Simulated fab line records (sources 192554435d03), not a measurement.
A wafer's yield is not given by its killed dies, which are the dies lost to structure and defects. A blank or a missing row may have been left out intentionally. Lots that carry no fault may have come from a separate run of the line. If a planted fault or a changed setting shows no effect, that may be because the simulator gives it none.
What tool caused it? | flow n5 finfet | route of 1938 steps, sampled at 1 step: 12 lots, 36 wafers

WHAT THE GAUGES SHOWED, per wafer
N5_BEOL_M1_THK_MEAS_01.
lot  | measured     | on            | M1_ILD_THK (nm)
L075 | day 6 04:53  | film metro-01 | 79.8 78.7 79.7
L077 | day 6 20:26  | film metro-01 | 79.8 81.4 79.5
L079 | day 7 03:52  | film metro-02 | 78.3 78.5 78.6
L081 | day 7 16:22  | film metro-02 | 79.7 77.3 80.3
L083 | day 8 06:55  | film metro-02 | 79.2 78.3 78.6
L085 | day 9 09:14  | film metro-01 | 79.5 80.7 81.3
L088 | day 9 16:10  | film metro-01 | 78.4 79.9 80.4
L089 | day 9 20:41  | film metro-01 | 78.4 79.7 79.8
L091 | day 10 08:41 | film metro-02 | 79.5 80.5 80.1
L093 | day 10 21:23 | film metro-02 | 80.0 80.5 79.5
L095 | day 11 05:16 | film metro-02 | 79.3 80.7 81.2
L097 | day 11 20:50 | film metro-01 | 79.6 78.8 79.2

TOOL THAT RAN EACH LOT (tool first, then ch and the chambers of the sampled wafers, then the start)
Record: no process step prior to these readings.

THE ANSWER, worked out from the rows above alone
Rule: what is usual is taken from the lots themselves. The widest of any qualifying gaps counts: lots, ordered by their means at a reading, are off when they make up no more than a third of the lots, leave a main group of 4 or more, and stand apart from it by 3 or more times the standard deviation of that group's means. The tables above print the reading to a certain number of digits; a main group whose means all agree to those digits is not used. Also off: a lot with no number at a reading for which 4 or more lots have one. Where the step has rows for the other lots, those lots are counted as sound.
Nothing can be told from this: no lot is off at any reading shown.

WHAT THE SIMULATOR HAD PUT IN
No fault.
